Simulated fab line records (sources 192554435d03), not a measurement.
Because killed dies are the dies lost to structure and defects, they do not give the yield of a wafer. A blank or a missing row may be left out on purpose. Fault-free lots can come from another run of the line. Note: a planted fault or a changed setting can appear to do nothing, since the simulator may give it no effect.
Which tool is to blame? -- flow n5 finfet -- 11 lots with 26 wafers sampled at 4 steps, on a route of 1938 steps

## WHAT EACH GAUGE READ, for each wafer
N5_BEOL_M4_RC_MEAS_101.
lot,measured,on,IOFF_N_LONG (nA/um)
L112,day 7 20:10,prober-01,6.1e-05 6.4e-05
L114,day 8 14:39,prober-01,5.4e-05 5.6e-05 5.6e-05
L117,day 9 08:00,prober-02,5.6e-05 5.7e-05 5.6e-05
L120,day 10 00:16,prober-01,5.4e-05 5.3e-05
L121,day 10 13:32,prober-02,5.8e-05 5.9e-05
L123,day 11 09:38,prober-01,5.1e-05 5.5e-05
L124,day 11 03:13,prober-01,5.8e-05 5.6e-05
L125,day 12 04:47,prober-02,5.4e-05 5.4e-05
L126,day 12 04:15,prober-01,7.4e-05 7.4e-05 7.4e-05
L127,day 12 08:29,prober-01,5.6e-05 5.5e-05
L131,day 12 12:43,prober-01,7.3e-05 6.9e-05 7.2e-05

## WHICH TOOL RAN EACH LOT (tool, then ch and the chambers of the sampled wafers, then the start)
lot,N5_ZERO_LAYER_DESCUM_16,N5_WELL_APT_RTA_34,N5_PMOS_HMC_CHANNEL_EPI_FIN_RECESS_16
L112,"rie diel-06 ch 0, day 1 18:49","rtp anneal-02 ch 0, day 1 21:53","rie si-02 ch 0,2, day 1 23:47"
L114,"rie diel-02 ch 1,2,3, day 2 07:41","rtp anneal-02 ch 0, day 2 11:03","rie si-01 ch 2,3, day 2 12:52"
L117,"rie diel-02 ch 0,3, day 3 00:41","rtp anneal-02 ch 0, day 3 04:08","rie si-01 ch 1,2, day 3 05:59"
L120,"rie diel-06 ch 0,1, day 3 18:50","rtp anneal-01 ch 0, day 3 22:10","rie si-02 ch 2,3, day 4 00:02"
L121,"rie diel-06 ch 2,3, day 4 00:49","rtp anneal-01 ch 0, day 4 03:50","rie si-01 ch 0,3, day 4 05:39"
L123,"rie diel-01 ch 2,3, day 4 12:41","rtp anneal-01 ch 0, day 4 15:48","rie si-01 ch 2,3, day 4 17:51"
L124,"rie diel-06 ch 0,3, day 4 18:41","rtp anneal-01 ch 0, day 4 21:48","rie si-01 ch 0,1, day 4 23:53"
L125,"rie diel-02 ch 1,2, day 5 01:11","rtp anneal-02 ch 0, day 5 04:14","rie si-01 ch 2,3, day 5 06:07"
L126,"rie diel-01 ch 0,3, day 5 06:41","rtp anneal-02 ch 0, day 5 10:50","rie si-02 ch 0,1,2, day 5 12:41"
L127,"rie diel-01 ch 2, day 5 12:41","rtp anneal-01 ch 0, day 5 16:29","rie si-02 ch 0,1, day 5 18:22"
L131,"rie diel-06 ch 1,2, day 6 12:41","rtp anneal-02 ch 0, day 6 15:52","rie si-06 ch 2,3, day 6 17:35"
- N5_ZERO_LAYER_DESCUM_16: chemistry O2, time 7.9 s.
- N5_WELL_APT_RTA_34: time 10 s.
- N5_PMOS_HMC_CHANNEL_EPI_FIN_RECESS_16: chemistry HBr/Cl2, target Si, target depth 54 nm, time 18 s.

## THE ANSWER, worked out from the rows above alone
Rule: the lots themselves supply what counts as usual. Put in order of their means at a reading, lots are off if they are a third of the lots or fewer, leave a main group of 4 or more, and stand apart from it by a gap of 3 or more times the standard deviation of the main group's means; of several such gaps the widest counts. The tables above print the reading to a certain number of digits; a main group whose means all agree to those digits is not used. A lot without any number at a reading at which 4 lots or more have one is off too. Any other lot the step has rows for is counted as sound.
Off: at N5_BEOL_M4_RC_MEAS_101 (IOFF_N_LONG), L126, L131. The main group: mean 5.6e-05 nA/um, standard deviation 2.8e-06.
If a tool, at a process step before that reading, ran all the lots that are off and no sound lot after the first of them, it fits. Those tools and the gauges at N5_BEOL_M4_RC_MEAS_101 are tried in the same way. One fits: rtp anneal-02 at N5_WELL_APT_RTA_34. A fault onset in the window from L125 (day 5 04:14, its last sound lot) to L126 (day 5 10:50, its first lot off) fits.

## WHAT THE SIMULATOR HAD PUT IN
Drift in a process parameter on rtp anneal-02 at N5_WELL_APT_RTA_34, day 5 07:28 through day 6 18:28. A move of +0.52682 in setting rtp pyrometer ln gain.
Lots struck among those shown: L126, L131. This agrees with what the rule above found.
